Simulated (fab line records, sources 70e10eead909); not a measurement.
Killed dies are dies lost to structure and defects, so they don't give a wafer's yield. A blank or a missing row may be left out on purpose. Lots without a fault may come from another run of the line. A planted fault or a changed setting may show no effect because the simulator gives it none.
fab line records | flow nand_harc
record lots=12 wafers=36 last_day=24
route steps=1159 shown P_BONDPAD@368 A_SOURCE_PLATE@423 A_ONON_D1@424 END@1159
lots that met no fault: from a run of the same line without faults
start_h: hours from the record's first day to the start of the lot's first wafer shown | wait_h: hours since the lot's step before | " the same as in the row above | L1.1+2: a row that stands for several wafers | - no value, or no start given | * or withheld: withheld | < > ~ a bound
route shown NAME@n: a module of which the file shows steps, and the number in the route of the first | usual: mean/standard deviation of fault-free wafers | same: alike in all rows | chamber/n: place in a boat | sites: the reading at each site | _std_site: their standard deviation | _edge_site: outer sites' mean less inner sites' | radius_mm: how far each site lies from the wafer's centre | mask NAME#n: copy n | behind: the tool/chamber that last shaped the wafer | hold: why the lot was held/for how many hours/how that ended | device: the transistor (n, p or np) that didn't switch | end of line: the same wafers' tests at the end of the route | a step without rows: its recipe alone | killed: dies lost to structure and defects at the first sort, not the wafer's yield | map: a wafer's dies, x killed, . not, _ none there
set.NAME: the setting as run; set.NAME@STEP: as run at that earlier step | model.NAME: the simulator's own value behind a step, which no gauge read
steps of the route over a sample of lots; a table a step, a row a wafer
services: from which hour (start_h, from the record's first day; less than 0 if before it) a tool's chamber was out of use, for how many hours, and why
## steps
# step NHARC_P_BONDPAD_ETCH_37
# recipe target_depth_a=600 overetch_a=180 time_s=65.91 ion_energy_ev=200 n2_flow_sccm=150 h2_flow_sccm=150 ar_flow_sccm=0 rf_w=400 bias_w=150 chemistry=N2/H2
# usual drypump_motor_current_A=5.46/0.28 oes_product_au=0.999/0.0097 rf_vpp_V=429.8/2.6 showerhead_plenum_p_Torr=2.01/0.085 throttle_valve_pct=14.172/0.0088
# columns lot.wafer tool chamber start_h wait_h drypump_motor_current_A oes_product_au rf_hours_counter_h rf_vpp_V showerhead_plenum_p_Torr throttle_valve_pct
L156.2 rie_diel-08 1 149.48 0.1 5.51 1.003 8 430.8 2.03 14.178
L156.3 " 1 " " 5.48 1.003 - 429.6 2.03 14.164
L156.4 " 3 " " 5.52 1.013 - 428.0 1.93 14.163
L158.1 rie_diel-02 2 150.24 0.1 5.28 0.997 16 430.2 2.02 14.171
L158.5 " 3 " " 5.53 1.009 - 426.6 1.89 14.165
L158.6 " 0 " " 5.64 1.000 - 433.1 2.12 14.178
L160.2 rie_diel-08 3 156.71 0.1 5.55 0.996 13 430.1 1.93 14.181
L160.1 " 0 " " 5.76 0.999 10 427.8 1.93 14.172
L160.4 " 0 " " 5.74 1.013 - 428.2 1.93 14.152
L161.1 rie_diel-02 0 161.04 0.1 5.61 0.990 0 434.0 2.12 14.166
L161.2 " 3 " " 5.55 1.012 0 427.8 1.89 14.175
L161.6 " 0 " " 5.62 0.991 - 433.2 2.12 14.170
L162.1 rie_diel-02 0 166.30 0.2 5.64 0.992 1 432.2 2.12 14.164
L162.3 " 1 " " 4.97 1.002 0 429.4 2.03 14.174
L162.6 " 0 " " 5.64 0.997 - 433.8 2.12 14.164
L163.2 rie_diel-02 2 167.49 0.1 5.26 0.993 1 427.7 2.01 14.177
L163.1 " 3 " " 5.55 1.006 1 427.0 1.89 14.163
L163.6 " 2 " " 5.29 0.992 - 429.7 2.01 14.177
L167.4 rie_diel-02 3 207.37 0.1 5.56 0.995 4 426.9 1.89 14.174
L167.1 " 2 " " 5.25 1.001 4 431.1 2.01 14.173
L167.6 " 3 " " 5.55 0.997 - 426.5 1.89 14.169
L168.1 rie_diel-02 3 209.19 0.1 5.54 0.990 4 425.8 1.89 14.162
L168.5 " 1 " " 4.97 0.999 - 430.9 2.03 14.186
L168.6 " 2 " " 5.26 0.989 - 429.7 2.01 14.184
L169.3 rie_diel-02 2 220.77 0.1 5.29 0.988 6 430.7 2.01 14.162
L169.4 " 3 " " 5.56 1.003 6 426.4 1.89 14.167
L169.1 " 0 " " 5.64 0.995 6 433.2 2.12 14.188
L176.4 rie_diel-02 0 246.48 0.1 5.64 0.988 8 434.8 2.12 14.168
L176.6 " 1 " " 4.97 0.998 - 430.1 2.02 14.158
L176.5 " 2 " " 5.25 0.989 - 430.5 2.01 14.171
L177.4 rie_diel-02 3 264.12 0.1 5.57 1.004 10 426.3 1.89 14.156
L177.2 " 0 " " 5.66 0.983 10 434.4 2.12 14.174
L177.1 " 2 " " 5.27 0.987 8 429.9 2.01 14.157
L179.1 rie_diel-02 3 271.46 0.1 5.57 1.015 11 425.8 1.89 14.167
L179.4 " 0 " " 5.63 0.988 11 433.6 2.12 14.155
L179.2 " 1 " " 4.95 1.005 11 429.7 2.02 14.157
# step NHARC_P_BONDPAD_ACTIVATE_29
# recipe time_s=60 n2_flow_sccm=200 ar_flow_sccm=0 bias_power_w=0 chemistry=N2
# usual drypump_motor_current_A=5.46/0.28 oes_product_au=0.998/0.0093 rf_vpp_V=64.0/0.97 showerhead_plenum_p_Torr=1.75/0.075
# columns lot.wafer tool chamber start_h wait_h drypump_motor_current_A oes_product_au rf_hours_counter_h rf_vpp_V showerhead_plenum_p_Torr
L158.1 rie_diel-07 3 152.92 0.1 5.25 0.989 35 63.5 1.76
L158.6 " 2 " " 5.95 0.997 - 64.5 1.79
L158.5 " 3 " " 5.26 0.979 - 62.4 1.76
L156.3 rie_diel-07 0 153.67 0.2 5.84 1.002 35 63.1 1.91
L156.4 " 2 " " 5.92 0.994 35 63.7 1.79
L156.2 " 3 " " 5.24 0.992 35 65.1 1.76
L160.2 rie_diel-02 3 159.74 0.1 5.55 1.006 0 64.5 1.64
L160.1 " 0 " " 5.61 0.997 0 64.5 1.84
L160.4 " 1 " " 4.93 1.009 0 63.6 1.76
L161.1 rie_diel-02 2 163.59 0.1 5.24 0.998 0 64.1 1.75
L161.2 " 1 " " 4.98 0.998 0 64.5 1.76
L161.6 " 2 " " 5.26 1.001 - 63.8 1.75
L162.3 rie_diel-02 3 168.98 0.1 5.54 1.005 1 64.3 1.64
L162.1 " 1 " " 4.99 1.010 1 63.4 1.76
L162.6 " 3 " " 5.55 1.016 - 63.0 1.64
L163.2 rie_diel-02 1 170.09 0.1 4.98 1.009 1 64.0 1.76
L163.1 " 2 " " 5.27 0.994 1 63.6 1.75
L163.6 " 0 " " 5.66 0.994 - 63.2 1.84
L167.4 rie_diel-02 3 209.92 0.1 5.56 1.017 4 65.3 1.64
L167.1 " 0 " " 5.63 0.985 4 64.4 1.84
L167.6 " 0 " " 5.65 0.981 - 63.3 1.84
L168.1 rie_diel-07 3 211.95 0.1 5.28 0.976 57 63.6 1.75
L168.6 " 1 " " 5.63 0.986 - 64.1 1.76
L168.5 " 2 " " 5.93 0.999 - 63.6 1.79
L169.3 rie_diel-02 3 223.32 0.1 5.54 1.009 6 64.0 1.64
L169.1 " 1 " " 4.97 1.003 6 64.0 1.75
L169.4 " 1 " " 4.97 1.007 - 63.5 1.75
L176.4 rie_diel-02 2 249.03 0.1 5.30 0.992 8 63.0 1.74
L176.5 " 0 " " 5.63 0.980 - 63.9 1.84
L176.6 " 1 " " 4.97 1.001 - 64.6 1.75
L177.2 rie_diel-02 0 266.65 0.1 5.64 0.990 10 64.5 1.84
L177.1 " 1 " " 4.96 0.994 11 63.6 1.75
L177.4 " 2 " " 5.26 0.988 9 64.1 1.74
L179.2 rie_diel-02 3 274.23 0.1 5.53 1.006 11 62.9 1.64
L179.4 " 1 " " 4.95 1.001 11 64.8 1.75
L179.1 " 2 " " 5.26 0.996 10 65.1 1.74
# step NHARC_A_SOURCE_PLATE_INSPECT_08
# usual raw_defect_count=69/25
# columns lot.wafer tool chamber start_h wait_h raw_defect_count
L158.1 defect_inspect-02 - 177.01 0.0 42
L158.5 " - " " 47
L158.6 " - " " 83
L156.2 defect_inspect-01 - 177.02 0.0 102
L156.3 " - " " 101
L156.4 " - " " 54
L160.1 defect_inspect-02 - 182.74 0.0 114
L160.2 " - " " 104
L160.4 " - " " 178
L161.1 defect_inspect-02 - 186.50 0.0 91
L161.2 " - " " 85
L161.6 " - " " 52
L162.1 defect_inspect-01 - 192.42 0.0 73
L162.3 " - " " 56
L162.6 " - " " 98
L163.1 defect_inspect-02 - 192.42 0.0 57
L163.2 " - " " 76
L163.6 " - " " 39
L168.1 defect_inspect-01 - 233.03 0.0 38
L168.5 " - " " 56
L168.6 " - " " 64
L167.1 defect_inspect-01 - 233.04 0.0 71
L167.4 " - " " 66
L167.6 " - " " 52
L169.1 defect_inspect-01 - 249.94 0.0 76
L169.3 " - " " 51
L169.4 " - " " 129
L176.4 defect_inspect-02 - 274.87 0.0 55
L176.5 " - " " 50
L176.6 " - " " 61
L177.1 defect_inspect-02 - 291.51 0.0 52
L177.2 " - " " 66
L177.4 " - " " 45
L179.1 defect_inspect-02 - 297.29 0.0 34
L179.2 " - " " 85
L179.4 " - " " 117
# step NHARC_A_ONON_D1_DEP_00
# recipe target_thk_a=10000 n2_flow_sccm=2750 n2o_flow_sccm=2000 nh3_flow_sccm=500 sih4_flow_sccm=210 temp_c=400
# columns lot.wafer tool chamber start_h wait_h
L158.1+5+6 pecvd_onon-03 0 177.07 0.1
L156.2+3+4 pecvd_onon-03 0 177.48 0.5
L160.1+2+4 pecvd_onon-01 0 182.81 0.1
L161.1+2+6 pecvd_onon-01 0 186.79 0.3
L162.1+3+6 pecvd_onon-01 0 192.48 0.1
L163.1+2+6 pecvd_onon-03 0 192.49 0.1
L168.1+5+6 pecvd_onon-02 0 233.09 0.1
L167.1+4+6 pecvd_onon-01 0 233.11 0.1
L169.1+3+4 pecvd_onon-01 0 250.01 0.1
L176.4+5+6 pecvd_onon-03 0 275.11 0.2
L177.1+2+4 pecvd_onon-02 0 291.57 0.1
L179.1+2+4 pecvd_onon-03 0 297.35 0.1
# step NHARC_A_ONON_D1_THK_MEAS_02
# recipe thk_meas_gauge=ellipsometry
# usual thk_nm=1002/9.3
# columns lot.wafer tool chamber start_h wait_h thk_nm
L158.1 film_metro-02 - 177.58 - 988
L158.5 " - " " 988
L158.6 " - " " 989
L156.2 film_metro-02 - 177.94 - 1001
L156.3 " - " " 1001
L156.4 " - " " 1000
L160.1 film_metro-02 - 183.32 - 994
L160.2 " - " " 991
L160.4 " - " " 991
L161.1 film_metro-01 - 187.30 - 1009
L161.2 " - " " 1008
L161.6 " - " " 1009
L162.1 film_metro-02 - 192.99 - 1006
L162.3 " - " " 1005
L162.6 " - " " 1005
L163.1 film_metro-02 - 193.00 - 995
L163.2 " - " " 994
L163.6 " - " " 994
L168.1 film_metro-02 - 233.64 - 1013
L168.5 " - " " 1015
L168.6 " - " " 1014
L167.1 film_metro-02 - 233.64 - 1013
L167.4 " - " " 1317
L167.6 " - " " 1012
L169.1 film_metro-01 - 250.52 - 1013
L169.3 " - " " 1318
L169.4 " - " " 1318
L176.4 film_metro-02 - 275.45 - 1006
L176.5 " - " " 1004
L176.6 " - " " 1005
L177.1 film_metro-01 - 292.08 - 1008
L177.2 " - " " 1011
L177.4 " - " " 1010
L179.1 film_metro-01 - 297.86 - 996
L179.2 " - " " 996
L179.4 " - " " 997
# step NHARC_END_SORT_01
# recipe temp_c=25
# usual killed_at_array=29/10 killed_at_other=0.7/1.1 killed_at_periphery=3.2/2.2 killed_dies=33/11 killed_open=3.5/1.8 killed_short=2.0/1.4
# same gross_dies=677
# columns lot.wafer tool chamber start_h wait_h killed_at_array killed_at_other killed_at_periphery killed_dies killed_open killed_short
L167.1 prober-02 0 513.93 2.5 38 0 8 46 3 1
L167.4 prober-02 0 516.32 3.4 668 1 8 677 5 3
L167.6 prober-02 0 517.90 4.0 39 1 7 47 4 2
L169.1 prober-02 0 534.31 2.5 26 0 3 29 3 4
L169.3 prober-02 0 535.91 3.1 677 0 0 677 2 1
L169.4 prober-02 0 536.71 3.4 675 1 1 677 3 1
# killed by level:class
L167.1 A_CHANNEL_HOLE_D1:chamber_film_flake=19 A_SLIT:chamber_film_flake=12 A_STAIRCASE:chamber_film_flake=5 P_M2:chamber_film_flake=4 P_GATE:chamber_film_flake=2 P_GATE:geometric_particle:open=1 P_M2:geometric_particle:open=1 A_ONON_D1:geometric_particle:short=1
L167.4 A_ONON_D1:area_dep=625 A_CHANNEL_HOLE_D1:chamber_film_flake=14 A_STAIRCASE:chamber_film_flake=13 A_SLIT:chamber_film_flake=7 P_M2:chamber_film_flake=6 A_ONON_D1:geometric_particle:open=2 A_CHANNEL_FILL_D1:geometric_particle:short=2 A_CONTACT:geometric_particle:open=2
L167.6 A_CHANNEL_HOLE_D1:chamber_film_flake=19 A_SLIT:chamber_film_flake=10 P_M2:chamber_film_flake=5 A_STAIRCASE:chamber_film_flake=4 A_SGD_CUT:geometric_particle:open=2 P_GATE:geometric_particle:short=1 A_ONON_D1:geometric_particle:open=1 A_ONON_D1:geometric_particle:short=1
L169.1 A_CHANNEL_HOLE_D1:chamber_film_flake=8 A_BONDPAD:chamber_film_flake=6 A_CONTACT:chamber_film_flake=5 A_ONON_D1:geometric_particle:short=2 P_GATE:geometric_particle:open=1 A_CHANNEL_FILL_D1:geometric_particle:short=1 A_SGD_CUT:geometric_particle:short=1 A_WL_FILL:geometric_particle:open=1
L169.3 A_ONON_D1:area_dep=659 A_BONDPAD:chamber_film_flake=8 A_CHANNEL_HOLE_D1:chamber_film_flake=4 A_CONTACT:chamber_film_flake=3 A_ONON_D1:geometric_particle:open=1 A_WL_FILL:geometric_particle:short=1 A_WL_FILL:geometric_particle:open=1
L169.4 A_ONON_D1:area_dep=656 A_CONTACT:chamber_film_flake=7 A_CHANNEL_HOLE_D1:chamber_film_flake=5 A_BONDPAD:chamber_film_flake=4 A_ONON_D1:geometric_particle:short=1 A_SGD_CUT:geometric_particle:open=1 A_M0:geometric_particle:open=1 P_STI:chamber_film_flake=1
## services
# columns tool chamber start_h hours kind
rie_diel-08 - 125.88 9.0 pm
rie_diel-02 0 129.92 - clean
rie_diel-02 1 129.92 - clean
rie_diel-02 2 129.92 - clean
rie_diel-02 3 129.92 - clean
rie_diel-08 0 146.72 4.7 repair
rie_diel-02 - 150.73 9.0 pm
rie_diel-02 0 150.73 9.0 vent_cycle
rie_diel-02 1 150.73 9.0 vent_cycle
rie_diel-02 2 150.73 9.0 vent_cycle
rie_diel-02 3 150.73 9.0 vent_cycle
pecvd_onon-03 - 153.00 13.0 pm
rie_diel-02 0 159.73 - clean
rie_diel-02 1 159.73 - clean
rie_diel-02 2 159.73 - clean
rie_diel-07 3 178.24 7.3 repair
pecvd_onon-01 - 195.22 13.0 pm
pecvd_onon-03 - 212.82 20.0 repair
rie_diel-02 2 221.94 4.6 repair
rie_diel-07 - 228.51 9.0 pm
rie_diel-08 - 236.07 1.2 repair
rie_diel-02 2 250.08 5.1 repair
rie_diel-08 3 254.08 6.2 repair
pecvd_onon-02 - 292.13 13.0 pm
## key
first_sign step=NHARC_A_ONON_D1_THK_MEAS_02 reading=thk_nm direction=up sigmas=34 usual=1002 struck=1318
effect step=NHARC_END_SORT_01 reading=killed_at_array direction=up sigmas=63 usual=29 struck=673
more_kills_born_at NHARC_A_ONON_D1_DEP_00@pecvd_onon-01=1940
met_at NHARC_A_ONON_D1_DEP_00
struck_lots L167,L169
struck_wafers L167.4,L169.3,L169.4
later_rows_left_out L167.4,L169.3,L169.4
tester_left_out L167,L169
not_acting_at NHARC_P_BONDPAD_ETCH_37,NHARC_P_BONDPAD_ACTIVATE_29,NHARC_A_SOURCE_PLATE_INSPECT_08
onset_between 192.48 233.11
fault kind=process_parameter_drift tool=pecvd_onon-01 chamber=- onset_h=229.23 steps=NHARC_A_ONON_D1_DEP_00 channel=target_thk_a offset=* shape=step end_h=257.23 scope=struck_wafers_only acts_in=* stated=*
# tester_left_out: of these lots the tester's yield and bins aren't shown, on N5 and GAA mostly nor the transistor test; their killed dies are dies lost to structure and defects alone, not to doping, threshold or leakage, so they don't give the yield
# later_rows_left_out: the simulator's readings of these wafers behind a module that went badly wrong aren't trusted and aren't shown, but for the sort
